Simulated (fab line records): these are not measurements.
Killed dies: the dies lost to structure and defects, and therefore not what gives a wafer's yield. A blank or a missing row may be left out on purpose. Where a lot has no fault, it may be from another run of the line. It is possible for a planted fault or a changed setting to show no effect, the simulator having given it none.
fab line records + flow n5-finfet
record
- lots=10
- wafers=29
- last-day=17
route steps=1938 shown SDB@376 HKMG_FIN@388 BEOL_M4@1111 PASSIVATION@1936
lots that met no fault: taken from a fault-free run of the same line
start-h: start of the lot's first displayed wafer, in hours after the record's first day + wait-h: hours elapsed since this lot's preceding step + " identical to the entry in the row above + L1.1+2: a single row standing in for several wafers + - no value, or no start was given + * or withheld: withheld + < > ~ a bound
route shown NAME@n: NAME is a module with steps in the file, n the number in the route of the first one + usual: mean/standard deviation of fault-free wafers + same: alike in all rows + chamber/n: place in a boat + sites: the reading at each site + _std_site: how widely they spread, as a standard deviation + _edge_site: mean of outer sites minus mean of inner sites + radius-mm: how far each site lies from the wafer's centre + mask NAME#n: copy n + behind: the last tool/chamber to shape the wafer + hold: cause of the lot's hold/its duration in hours/its outcome + device: names the non-switching transistor (n, p or np) + end of line: the same wafers' tests at the end of the route + step lacking rows: just its recipe + killed: at the first sort, the dies lost to defects and structure; wafer yield is something else + map: the dies of a wafer, with x for killed, . for not killed, _ for no die there
set.NAME: the setting as run; set.NAME@STEP: as run at that earlier step + model.NAME: the simulator's own value behind a step, which no gauge read
steps of the route over a sample of lots; a table a step, a row a wafer
services: the hour from which a tool's chamber was out of use, counted from the record's first day as start-h (under 0 if before that day), plus the number of hours and why
## steps
# step N5_SDB_INSPECT_36
# recipe
- inspect-instrument=darkfield
- mode=post-cmp
# usual
- raw-defect-count=35/14
| lot.wafer | tool              | chamber | start-h | wait-h | raw-defect-count |
|-----------|-------------------|---------|---------|--------|------------------|
| L477.1    | defect-inspect-02 | -       | 74.01   | 0.0    | 43               |
| L477.4    | "                 | -       | "       | "      | 40               |
| L477.6    | "                 | -       | "       | "      | 23               |
| L483.2    | defect-inspect-01 | -       | 110.38  | 0.0    | 53               |
| L483.6    | "                 | -       | "       | "      | 29               |
| L484.2    | defect-inspect-02 | -       | 120.78  | 0.0    | 60               |
| L484.3    | "                 | -       | "       | "      | 75               |
| L484.6    | "                 | -       | "       | "      | 53               |
| L485.1    | defect-inspect-01 | -       | 124.62  | 0.0    | 23               |
| L485.2    | "                 | -       | "       | "      | 38               |
| L485.3    | "                 | -       | "       | "      | 27               |
| L489.1    | defect-inspect-02 | -       | 148.61  | 0.0    | 37               |
| L489.3    | "                 | -       | "       | "      | 45               |
| L489.4    | "                 | -       | "       | "      | 24               |
| L491.2    | defect-inspect-02 | -       | 160.86  | 0.0    | 19               |
| L491.4    | "                 | -       | "       | "      | 14               |
| L491.6    | "                 | -       | "       | "      | 31               |
| L495.1    | defect-inspect-01 | -       | 187.72  | 0.0    | 18               |
| L495.3    | "                 | -       | "       | "      | 14               |
| L495.5    | "                 | -       | "       | "      | 29               |
| L497.2    | defect-inspect-02 | -       | 198.16  | 0.0    | 41               |
| L497.3    | "                 | -       | "       | "      | 72               |
| L497.4    | "                 | -       | "       | "      | 39               |
| L498.2    | defect-inspect-01 | -       | 200.98  | 0.0    | 30               |
| L498.4    | "                 | -       | "       | "      | 45               |
| L498.6    | "                 | -       | "       | "      | 49               |
| L499.1    | defect-inspect-01 | -       | 209.74  | 0.0    | 17               |
| L499.2    | "                 | -       | "       | "      | 29               |
| L499.4    | "                 | -       | "       | "      | 25               |
# step N5_HKMG_FIN_ALD_74
# recipe
- material=La2O3
- target-thk-a=5
- temp-c=250
- ald-precursor-family=La-Cp
- ald-co-reactant=O3
- pulse-time-s=6
- co-reactant-pulse-time-s=1
- purge-time-s=3
- co-reactant-purge-time-s=3
# usual
- heater-power-w=339/40
- precursor-pulse-height-rel=0.998/0.02
| lot.wafer | tool      | chamber | start-h | wait-h | heater-power-w | precursor-pulse-height-rel |
|-----------|-----------|---------|---------|--------|----------------|----------------------------|
| L477.1    | ald-hk-03 | 2       | 75.00   | 0.2    | 404            | 1.013                      |
| L477.4    | "         | 0       | "       | "      | 318            | 0.988                      |
| L477.6    | "         | 3       | "       | "      | 346            | 1.018                      |
| L483.2    | ald-hk-01 | 0       | 111.45  | 0.2    | 388            | 0.984                      |
| L483.6    | "         | 0       | "       | "      | 377            | 1.011                      |
| L484.2    | ald-hk-03 | 1       | 121.77  | 0.2    | 305            | 0.998                      |
| L484.3    | "         | 3       | "       | "      | 363            | 0.975                      |
| L484.6    | "         | 3       | "       | "      | 346            | 0.991                      |
| L485.1    | ald-hk-01 | 0       | 125.75  | 0.2    | 390            | 0.997                      |
| L485.2    | "         | 3       | "       | "      | 328            | 0.975                      |
| L485.3    | "         | 2       | "       | "      | 286            | 0.968                      |
| L489.1    | ald-hk-01 | 3       | 149.97  | 0.2    | 334            | 0.987                      |
| L489.3    | "         | 2       | "       | "      | 298            | 1.001                      |
| L489.4    | "         | 1       | "       | "      | 271            | 1.008                      |
| L491.2    | ald-hk-02 | 2       | 162.05  | 0.2    | 377            | 1.010                      |
| L491.4    | "         | 0       | "       | "      | 321            | 1.026                      |
| L491.6    | "         | 0       | "       | "      | 308            | 1.006                      |
| L495.1    | ald-hk-02 | 1       | 188.71  | 0.2    | 328            | 0.996                      |
| L495.3    | "         | 0       | "       | "      | 310            | 0.983                      |
| L495.5    | "         | 1       | "       | "      | 336            | 0.990                      |
| L497.2    | ald-hk-02 | 3       | 199.36  | 0.2    | 370            | 0.970                      |
| L497.3    | "         | 0       | "       | "      | 317            | 1.000                      |
| L497.4    | "         | 2       | "       | "      | 392            | 1.007                      |
| L498.2    | ald-hk-02 | 1       | 202.07  | 0.2    | 330            | 0.962                      |
| L498.4    | "         | 2       | "       | "      | 384            | 1.025                      |
| L498.6    | "         | 3       | "       | "      | 369            | 0.977                      |
| L499.1    | ald-hk-02 | 0       | 211.00  | 0.2    | 318            | 0.980                      |
| L499.2    | "         | 3       | "       | "      | 366            | 0.986                      |
| L499.4    | "         | 1       | "       | "      | 327            | 1.004                      |
# step N5_HKMG_FIN_ETCH_54
# recipe
- chemistry=CF4
- target=SiARC
- target-depth-a=455
- mask-material=CAR-ArF
- time-s=75.8
- ion-energy-ev=80
- pressure-mtorr=40
- source-w=545
- bias-w=36
- Ar_flow_sccm=100
- cf4-flow-sccm=100
- ends=cleared
# usual
- bias-w=36.01/0.11
- drypump-motor-current-A=5.8/0.44
- etch-rf-on-time-s=75.5/1.2
- oes-product-au=0.67/0.066
- rf-vpp-V=183.9/1.1
- showerhead-plenum-p-Torr=2.13/0.056
- throttle-valve-pct=15.59/0.25
| lot.wafer | tool        | chamber | start-h | wait-h | bias-w | drypump-motor-current-A | etch-rf-on-time-s | oes-product-au | rf-hours-counter-h | rf-vpp-V | showerhead-plenum-p-Torr | throttle-valve-pct |
|-----------|-------------|---------|---------|--------|--------|-------------------------|-------------------|----------------|--------------------|----------|--------------------------|--------------------|
| L477.1    | rie-diel-04 | 0       | 75.54   | 0.0    | 36.18  | 5.7                     | 73.8              | 0.74           | 51                 | 182.8    | 2.09                     | 15.72              |
| L477.4    | "           | 2       | "       | "      | 35.96  | 5.0                     | 76.3              | 0.63           | 158                | 184.1    | 2.06                     | 15.34              |
| L477.6    | "           | 2       | "       | "      | 35.99  | 5.0                     | 76.1              | 0.64           | -                  | 183.1    | 2.06                     | 15.34              |
| L483.2    | rie-diel-04 | 0       | 112.20  | 0.0    | 35.88  | 5.7                     | 46.3              | 0.98           | 64                 | 183.8    | 2.08                     | 15.75              |
| L483.6    | "           | 3       | "       | "      | 36.03  | 6.2                     | 73.9              | 0.71           | -                  | 183.6    | 2.08                     | 15.22              |
| L484.2    | rie-diel-04 | 1       | 122.91  | 0.0    | 36.13  | 5.6                     | 47.1              | 0.79           | 217                | 185.9    | 2.20                     | 15.67              |
| L484.3    | "           | 3       | "       | "      | 35.95  | 6.2                     | 74.4              | 0.70           | 78                 | 183.3    | 2.08                     | 15.23              |
| L484.6    | "           | 0       | "       | "      | 35.96  | 5.7                     | 75.0              | 0.72           | -                  | 182.3    | 2.08                     | 15.74              |
| L485.1    | rie-diel-04 | 3       | 127.39  | 0.0    | 36.15  | 6.2                     | 46.3              | 0.94           | 81                 | 183.9    | 2.08                     | 15.25              |
| L485.2    | "           | 1       | "       | "      | 36.06  | 5.6                     | 46.4              | 0.79           | 220                | 184.2    | 2.20                     | 15.69              |
| L485.3    | "           | 2       | "       | "      | 35.88  | 5.0                     | 77.3              | 0.61           | 178                | 183.4    | 2.06                     | 15.39              |
| L489.1    | rie-diel-01 | 2       | 150.65  | 0.0    | 35.89  | 6.4                     | 74.6              | 0.67           | 137                | 183.7    | 2.15                     | 16.03              |
| L489.3    | "           | 1       | "       | "      | 36.19  | 6.0                     | 75.1              | 0.73           | -                  | 184.5    | 2.17                     | 15.62              |
| L489.4    | "           | 2       | "       | "      | 35.90  | 6.4                     | 74.2              | 0.67           | -                  | 182.5    | 2.15                     | 16.01              |
| L491.2    | rie-diel-03 | 1       | 162.72  | 0.0    | 36.07  | 5.8                     | 76.1              | 0.59           | 229                | 184.1    | 2.12                     | 15.92              |
| L491.4    | "           | 0       | "       | "      | 35.83  | 6.1                     | 74.6              | 0.78           | 25                 | 182.3    | 2.10                     | 15.28              |
| L491.6    | "           | 1       | "       | "      | 35.97  | 5.8                     | 76.4              | 0.60           | -                  | 183.9    | 2.12                     | 15.90              |
| L495.1    | rie-diel-04 | 3       | 189.40  | 0.0    | 36.07  | 6.2                     | 74.0              | 0.67           | 104                | 182.8    | 2.07                     | 15.27              |
| L495.3    | "           | 0       | "       | "      | 36.32  | 5.7                     | 75.3              | 0.70           | 94                 | 185.3    | 2.07                     | 15.80              |
| L495.5    | "           | 0       | "       | "      | 36.23  | 5.7                     | 74.6              | 0.69           | -                  | 184.9    | 2.07                     | 15.79              |
| L497.2    | rie-diel-04 | 0       | 199.90  | 0.0    | 36.12  | 5.7                     | 75.0              | 0.69           | 98                 | 182.7    | 2.07                     | 15.80              |
| L497.3    | "           | 2       | "       | "      | 36.01  | 4.9                     | 77.7              | 0.60           | 206                | 182.0    | 2.05                     | 15.42              |
| L497.4    | "           | 1       | "       | "      | 35.95  | 5.6                     | 75.6              | 0.57           | 248                | 182.9    | 2.19                     | 15.74              |
| L498.2    | rie-diel-04 | 3       | 203.06  | 0.0    | 35.80  | 6.2                     | 74.2              | 0.68           | 109                | 184.8    | 2.07                     | 15.27              |
| L498.4    | "           | 2       | "       | "      | 36.04  | 5.0                     | 77.0              | 0.61           | 208                | 183.2    | 2.05                     | 15.44              |
| L498.6    | "           | 1       | "       | "      | 35.85  | 5.6                     | 75.2              | 0.57           | -                  | 183.9    | 2.19                     | 15.74              |
| L499.1    | rie-diel-04 | 0       | 211.67  | 0.0    | 35.95  | 5.7                     | 75.0              | 0.68           | 104                | 183.7    | 2.07                     | 15.82              |
| L499.2    | "           | 2       | "       | "      | 35.97  | 4.9                     | 77.7              | 0.60           | 212                | 181.4    | 2.04                     | 15.45              |
| L499.4    | "           | 0       | "       | "      | 36.05  | 5.7                     | 75.1              | 0.69           | -                  | 181.7    | 2.07                     | 15.82              |
# step N5_HKMG_FIN_CVD_62
# recipe
- material=a-Si
- target-thk-a=30
- temp-c=500
- precursor=Si2H6
- pressure-torr=1
- time-s=20.8
# usual
- heater-power-w=1363/190
| lot.wafer | tool              | chamber | start-h | wait-h | heater-power-w |
|-----------|-------------------|---------|---------|--------|----------------|
| L477.1    | thermal-cvd-si-02 | 1       | 77.24   | 0.2    | 1432           |
| L477.4    | "                 | 2       | "       | "      | 1448           |
| L477.6    | "                 | 0       | "       | "      | 989            |
| L483.2    | thermal-cvd-si-02 | 0       | 113.89  | 0.2    | 971            |
| L483.6    | "                 | 0       | "       | "      | 967            |
| L484.2    | thermal-cvd-si-01 | 0       | 124.67  | 0.2    | 1196           |
| L484.3    | "                 | 2       | "       | "      | 1628           |
| L484.6    | "                 | 2       | "       | "      | 1599           |
| L485.1    | thermal-cvd-si-01 | 0       | 129.09  | 0.2    | 1232           |
| L485.2    | "                 | 2       | "       | "      | 1590           |
| L485.3    | "                 | 1       | "       | "      | 1422           |
| L489.1    | thermal-cvd-si-01 | 2       | 152.72  | 0.2    | 1586           |
| L489.3    | "                 | 1       | "       | "      | 1477           |
| L489.4    | "                 | 1       | "       | "      | 1457           |
| L491.2    | thermal-cvd-si-01 | 1       | 164.44  | 0.2    | 1455           |
| L491.4    | "                 | 0       | "       | "      | 1225           |
| L491.6    | "                 | 1       | "       | "      | 1466           |
| L495.1    | thermal-cvd-si-01 | 0       | 191.10  | 0.2    | 1223           |
| L495.3    | "                 | 1       | "       | "      | 1419           |
| L495.5    | "                 | 1       | "       | "      | 1423           |
| L497.2    | thermal-cvd-si-01 | 2       | 201.60  | 0.2    | 1544           |
| L497.3    | "                 | 0       | "       | "      | 1241           |
| L497.4    | "                 | 0       | "       | "      | 1249           |
| L498.2    | thermal-cvd-si-02 | 0       | 204.77  | 0.2    | 1004           |
| L498.4    | "                 | 1       | "       | "      | 1454           |
| L498.6    | "                 | 2       | "       | "      | 1470           |
| L499.1    | thermal-cvd-si-01 | 0       | 213.49  | 0.2    | 1253           |
| L499.2    | "                 | 2       | "       | "      | 1606           |
| L499.4    | "                 | 2       | "       | "      | 1577           |
# step N5_BEOL_M4_RC_MEAS_101
# usual
- DIBL_N=35.7/1.3
- DIBL_P=36.0/1.6
- IOFF_N=0.154/0.025
- IOFF_P=0.21/0.034
- ION_N=675/9.7
- ION_P=465/7.4
- SS_N=71.3/0.55
- SS_P=73.1/0.52
- VT_N=250/3
- VT_P=-249/3.6
| lot.wafer | tool      | chamber | start-h | wait-h | DIBL_N[mV/V] | DIBL_P[mV/V] | IOFF_N[nA/um] | IOFF_P[nA/um] | ION_N[uA/um] | ION_P[uA/um] | SS_N[mV/dec] | SS_P[mV/dec] | VT_N[mV] | VT_P[mV] |
|-----------|-----------|---------|---------|--------|--------------|--------------|---------------|---------------|--------------|--------------|--------------|--------------|----------|----------|
| L477.1    | prober-01 | 0       | 175.43  | 0.0    | 33.9         | 34.2         | 0.125         | 0.19          | 661          | 463          | 71.2         | 72.3         | 254      | -249     |
| L477.4    | "         | 0       | "       | "      | 33.9         | 34.5         | 0.125         | 0.19          | 667          | 458          | 70.9         | 73.0         | 254      | -251     |
| L477.6    | "         | 0       | "       | "      | 33.6         | 34.4         | 0.123         | 0.18          | 663          | 451          | 70.6         | 72.5         | 254      | -253     |
| L483.2    | prober-01 | 0       | 214.44  | 0.2    | 34.2         | 34.8         | 0.125         | 0.21          | 667          | 469          | 71.0         | 72.6         | 251      | -248     |
| L483.6    | "         | 0       | "       | "      | 34.2         | 35.4         | 0.129         | 0.21          | 662          | 465          | 71.3         | 72.9         | 254      | -247     |
| L484.2    | prober-02 | 0       | 214.70  | 0.2    | 35.1         | 36.7         | 0.166         | 0.24          | 680          | 470          | 71.2         | 73.1         | 250      | -246     |
| L484.3    | "         | 0       | "       | "      | 36.6         | 37.7         | 0.178         | 0.27          | 664          | 464          | 71.4         | 73.4         | 251      | -242     |
| L484.6    | "         | 0       | "       | "      | 37.6         | 38.1         | 0.195         | 0.27          | 675          | 462          | 72.4         | 73.2         | 248      | -247     |
| L485.1    | prober-02 | 0       | 218.12  | 0.0    | 35.9         | 36.1         | 0.152         | 0.19          | 666          | 458          | 71.8         | 74.0         | 250      | -253     |
| L485.2    | "         | 0       | "       | "      | 34.7         | 35.1         | 0.137         | 0.18          | 676          | 467          | 71.7         | 73.5         | 250      | -253     |
| L485.3    | "         | 0       | "       | "      | 34.6         | 34.3         | 0.133         | 0.17          | 672          | 457          | 71.9         | 73.0         | 252      | -257     |
| L489.1    | prober-01 | 0       | 240.49  | 0.2    | 34.1         | 35.8         | 0.137         | 0.21          | 678          | 467          | 70.9         | 73.3         | 251      | -251     |
| L489.3    | "         | 0       | "       | "      | 33.7         | 35.4         | 0.127         | 0.20          | 669          | 469          | 70.1         | 72.6         | 252      | -249     |
| L489.4    | "         | 0       | "       | "      | 33.2         | 33.6         | 0.117         | 0.18          | 672          | 458          | 70.5         | 72.7         | 254      | -254     |
| L491.2    | prober-02 | 0       | 270.21  | 0.2    | 33.4         | 33.0         | 0.112         | 0.17          | 668          | 469          | 70.9         | 73.2         | 256      | -252     |
| L491.4    | "         | 0       | "       | "      | 34.0         | 33.0         | 0.117         | 0.16          | 665          | 460          | 70.6         | 72.9         | 253      | -253     |
| L491.6    | "         | 0       | "       | "      | 34.2         | 33.6         | 0.121         | 0.17          | 664          | 456          | 70.5         | 73.1         | 253      | -255     |
| L495.1    | prober-02 | 0       | 286.77  | 0.0    | 36.7         | 37.0         | 0.177         | 0.22          | 680          | 462          | 71.6         | 74.1         | 248      | -251     |
| L495.3    | "         | 0       | "       | "      | 35.3         | 35.0         | 0.153         | 0.19          | 665          | 452          | 71.6         | 72.9         | 251      | -253     |
| L495.5    | "         | 0       | "       | "      | 38.0         | 37.8         | 0.212         | 0.23          | 674          | 455          | 72.3         | 74.4         | 246      | -250     |
| L499.1    | prober-02 | 0       | 302.38  | 0.0    | 36.9         | 35.3         | 0.160         | 0.20          | 671          | 459          | 71.9         | 72.7         | 249      | -252     |
| L499.2    | "         | 0       | "       | "      | 36.3         | 35.5         | 0.151         | 0.19          | 673          | 467          | 71.9         | 72.9         | 249      | -252     |
| L499.4    | "         | 0       | "       | "      | 37.2         | 36.2         | 0.168         | 0.21          | 680          | 459          | 71.7         | 73.7         | 249      | -251     |
| L498.2    | prober-01 | 0       | 304.26  | 0.2    | 35.1         | 33.1         | 0.124         | 0.19          | 674          | 470          | 70.4         | 71.9         | 252      | -249     |
| L498.4    | "         | 0       | "       | "      | 36.5         | 34.6         | 0.139         | 0.22          | 666          | 469          | 71.8         | 71.9         | 251      | -246     |
| L498.6    | "         | 0       | "       | "      | 37.9         | 36.6         | 0.169         | 0.24          | 680          | 476          | 71.0         | 73.1         | 245      | -246     |
| L497.2    | prober-02 | 0       | 306.31  | 0.2    | 35.3         | 33.8         | 0.121         | 0.15          | 671          | 453          | 70.8         | 72.5         | 254      | -256     |
| L497.3    | "         | 0       | "       | "      | 39.4         | 39.1         | 0.195         | 0.21          | 680          | 454          | 71.6         | 73.3         | 249      | -251     |
| L497.4    | "         | 0       | "       | "      | 35.3         | 34.4         | 0.121         | 0.14          | 668          | 449          | 70.8         | 72.3         | 254      | -262     |
# step N5_PASSIVATION_PROBE_49
# usual
- defect-limited-yield=91.6/1.4
- killed_at_M0_to_M3=35/10
- killed_at_M4_up=13/5.3
- killed-at-contacts=12/5.9
- killed-at-front-end=36/9.9
- killed-at-other=3.2/3
- killed-dies=99/16
- killed-open=66/12
- killed-short=32/7.7
- sort_bin_5_function=4.9/0.91
- sort_bin_6_memory=3.2/0.65
- sort-n-pass=1081/16
- sort-yield-pct=91.6/1.4
# same
- gross-dies=1180
- killed-at-back-side=0
- sort_bin_4_leakage[%]=0
- sort_bin_8_speed[%]=0
| lot.wafer | tool      | chamber | start-h | wait-h | defect-limited-yield[%] | killed_at_M0_to_M3 | killed_at_M4_up | killed-at-contacts | killed-at-front-end | killed-at-other | killed-dies | killed-open | killed-short | sort_bin_5_function[%] | sort_bin_6_memory[%] | sort-n-pass | sort-yield-pct[%] |
|-----------|-----------|---------|---------|--------|-------------------------|--------------------|-----------------|--------------------|---------------------|-----------------|-------------|-------------|--------------|------------------------|----------------------|-------------|-------------------|
| L485.1    | prober-02 | -       | 321.75  | 0.0    | 92.5                    | 24                 | 14              | 11                 | 39                  | 1               | 89          | 61          | 26           | 4.8                    | 2.5                  | 1091        | 92.5              |
| L485.2    | prober-02 | -       | 321.80  | 0.1    | 90.5                    | 36                 | 8               | 8                  | 57                  | 3               | 112         | 69          | 39           | 6.0                    | 3.1                  | 1068        | 90.5              |
| L485.3    | prober-02 | -       | 321.85  | 0.1    | 91.4                    | 26                 | 10              | 15                 | 49                  | 2               | 102         | 61          | 37           | 5.3                    | 3.0                  | 1078        | 91.4              |
# killed by level:class
L485.1 MOL_CONTACT_COAG:geometric-particle:open=10 BEOL_M1:geometric-particle:open=9 GATE_CUT:geometric-particle:short=8 STARTING-WAFER:geometric-particle:open=6 FIN_SAQP:geometric-particle:short=5 STI_FIN_REVEAL:geometric-particle:open=5 BEOL_M7:geometric-particle:open=5 BEOL_M3:geometric-particle:open=5
L485.2 FIN_SAQP:geometric-particle:open=18 FIN_SAQP:geometric-particle:short=16 BEOL_M2:geometric-particle:open=7 MOL_CONTACT_COAG:geometric-particle:open=7 BEOL_M1:geometric-particle:open=7 GATE_CUT:geometric-particle:open=5 BEOL_M3:geometric-particle:open=5 BEOL_M0:geometric-particle:short=4
L485.3 FIN_SAQP:geometric-particle:short=14 MOL_CONTACT_COAG:geometric-particle:open=12 BEOL_M3:geometric-particle:open=12 STI_FIN_REVEAL:geometric-particle:open=8 GATE_CUT:geometric-particle:short=8 FIN_SAQP:geometric-particle:open=6 BEOL_M4:geometric-particle:open=5 BEOL_M2:geometric-particle:open=4
## services
| tool              | chamber | start-h | hours | kind                          |
|-------------------|---------|---------|-------|-------------------------------|
| thermal-cvd-si-01 | 1       | 54.73   | 6.8   | repair                        |
| rie-diel-01       | 3       | 104.27  | -     | clean                         |
| rie-diel-01       | 3       | 104.27  | -     | consumable-replace:focus-ring |
| rie-diel-01       | 3       | 104.27  | -     | consumable-replace:showerhead |
| rie-diel-03       | -       | 109.52  | 28.1  | pm                            |
| ald-hk-03         | -       | 116.97  | 1.1   | repair                        |
| ald-hk-03         | -       | 122.83  | 0.3   | repair                        |
| thermal-cvd-si-02 | -       | 128.96  | 0.7   | repair                        |
| rie-diel-01       | 0       | 143.31  | 8.5   | repair                        |
| rie-diel-01       | 3       | 144.31  | 29.9  | repair                        |
| rie-diel-03       | 2       | 156.59  | 4.1   | repair                        |
| ald-hk-02         | -       | 156.86  | 1.3   | repair                        |
| rie-diel-01       | 3       | 179.40  | 9.7   | repair                        |
| thermal-cvd-si-01 | -       | 187.60  | 2.8   | pm                            |
| rie-diel-01       | 3       | 189.25  | 4.4   | repair                        |
| ald-hk-03         | -       | 199.19  | 14.6  | pm                            |
| rie-diel-04       | 1       | 204.31  | -     | clean                         |
| rie-diel-04       | 1       | 204.31  | -     | consumable-replace:focus-ring |
| rie-diel-04       | 1       | 204.31  | 27.6  | scheduled-down                |
| rie-diel-04       | 1       | 204.31  | 27.6  | vent-cycle                    |
## key
first-sign
- step=N5_HKMG_FIN_ETCH_54
- reading=etch-rf-on-time-s
- direction=down
- sigmas=24
- usual=*
- struck=*
effect
- step=N5_HKMG_FIN_ETCH_54
- reading=oes-product-au
- direction=up
- sigmas=3.2
- usual=0.67
- struck=0.88
met-at N5_HKMG_FIN_ETCH_54
struck-lots L483,L484,L485
struck-wafers L483.2,L484.2,L485.1,L485.2
not-acting-at N5_SDB_INSPECT_36,N5_HKMG_FIN_ALD_74,N5_HKMG_FIN_CVD_62
onset-between 75.54 112.20
fault
- kind=process-parameter-drift
- tool=rie-diel-04
- chamber=-
- onset-h=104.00
- steps=N5_HKMG_FIN_ETCH_54
- channel=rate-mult
- offset=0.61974
- shape=step
- end-h=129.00
- scope=struck-wafers-only
